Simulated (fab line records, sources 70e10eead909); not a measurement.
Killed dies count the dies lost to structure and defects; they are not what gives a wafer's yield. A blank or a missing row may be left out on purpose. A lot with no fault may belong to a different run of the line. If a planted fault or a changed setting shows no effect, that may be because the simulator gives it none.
Struck lot and sound lot, side by side -- flow nand-harc -- 17 steps out of a route of 1302
Sound: wafers L481.2, L481.3, L481.5. Struck: wafers L493.2, L493.5. (L493.6 of the same lot was not struck and is left out.) The cause comes at the end.
Each step with rows lists, per side, the tool, then ch with its chambers, then its first start. Under that, the readings that differ: sound wafers -- struck wafers -- difference of the means -- sigmas: that difference in standard deviations of wafers without a fault.
alike: words and numbers the same on both sides, and readings whose means are apart by under 2 such deviations; not compared: readings that were withheld, readings missing a value for some wafer, numbers with overlapping values and no deviation given by the record, and bounds like >300 which may hide the same value.
A row with sigmas, a row that says differs or no value, or rows on one side alone: a step with any of these is where the two part. Numbers that don't overlap but have no deviation are shown without sigmas and don't part them. Lack of a reading on every wafer of one side parts them only where that side has two or more wafers.

NHARC_P_M1_INSPECT_11:
  sound: defect-inspect-02 at day 6 03:47; struck: defect-inspect-02 at day 11 06:16
  alike: raw-defect-count
then, 1 step without rows for these wafers: NHARC_P_M1_DESCUM_14 (chemistry O2, time 3 s).
NHARC_P_M1_ETCH_35: etches the open film in N2/H2, target depth 40 nm, overetch 12 nm, time 43.94 s.
  sound on rie-diel-08 ch 1,2,3, day 6 03:56; struck on rie-diel-11 ch 0,2, day 11 06:25
  alike: drypump-motor-current-A, mfc-ar-sccm, oes-product-au, rf-vpp-V, showerhead-plenum-p-Torr, throttle-valve-pct
  not compared: rf-hours-counter-h
NHARC_P_M1_ETCH_15: etches the open film in C4F8/Ar, target depth 182.5 nm, time 91.2 s.
  sound on rie-diel-08 ch 1,2,3; struck on rie-diel-11 ch 0,1
  alike: oes-product-au, rf-vpp-V
  not compared: rf-hours-counter-h
NHARC_P_M1_CD_MEAS_16:
  sound: cd-sem-03 at day 6 04:11; struck: cd-sem-02 at day 11 06:37
  alike: cd-nm
NHARC_P_M1_STRIP_18: strips in N2/H2.
  sound on rie-diel-08 ch 1,2,3, day 6 04:16; struck on rie-diel-01 ch 0,2, day 11 06:46
reading,sound,struck,difference,sigmas
throttle-valve-pct (%),14.161 14.182 14.160,14.186 14.190,+0.020,+2
  alike: drypump-motor-current-A, mfc-ar-sccm, oes-product-au, rf-vpp-V, showerhead-plenum-p-Torr
  not compared: rf-hours-counter-h
then, 3 steps without rows for these wafers: NHARC_P_M1_ETCH_28 (etches the open film in CF4/N2, target depth 30 nm, time 72.99 s); NHARC_P_M1_STRIP_19 (strips in post etch residue remover, time 600 s); NHARC_P_M1_DEGAS_29 (time 60 s).
NHARC_P_M1_PRE_CLEAN_30: time 30 s.
  sound on pvd-sputter-03; struck on pvd-sputter-03
  alike: heater-power-w, susceptor-temp-C
NHARC_P_M1_PVD_20: deposits TaN, target thk 5 nm, time 8.06 s.
  sound on pvd-sputter-03; struck on pvd-sputter-03
  alike: cathode-dc-power-W, throttle-valve-pct
then, 1 step without rows for these wafers: NHARC_P_M1_PVD_21 (deposits Cu, target thk 30 nm, time 20.49 s).
NHARC_P_M1_ECD_22: material Cu, target thk 400 nm.
  sound on ecd-cu-02 ch 0,1, day 6 05:23; struck on ecd-cu-01 ch 0,1, day 11 07:42
then, 1 step without rows for these wafers: NHARC_P_M1_ANNEAL_31 (time 90 s).
NHARC_P_M1_CMP_23: polishes, t overpolish 20 s, target thk 157.82 nm.
  sound on cmp-04 ch 1,3, day 6 06:04; struck on cmp-01 ch 0,2, day 11 08:28
reading,sound,struck,difference,sigmas
motor-current-A (A),10.6 9.9 9.9,12.4 13.6,+2.9,+2
time-to-endpoint-s (s),30.7 28.4 29.9,48.9 49.7,+19.6,+9
  alike: edge-zone-pressure-frac
NHARC_P_M1_THK_MEAS_24: measures by xrf.
  sound: film-metro-01 at day 6 06:22; struck: film-metro-02 at day 11 08:44
  alike: thk-nm
next, for these wafers, 1 step has no rows: NHARC_END_SORT_01.

WHERE THEY PART
First at NHARC_P_M1_STRIP_18; last, within this record, at NHARC_P_M1_CMP_23. Later steps at which nothing parts them and some readings are alike: NHARC_P_M1_THK_MEAS_24.

WHY: the cause the simulator had injected
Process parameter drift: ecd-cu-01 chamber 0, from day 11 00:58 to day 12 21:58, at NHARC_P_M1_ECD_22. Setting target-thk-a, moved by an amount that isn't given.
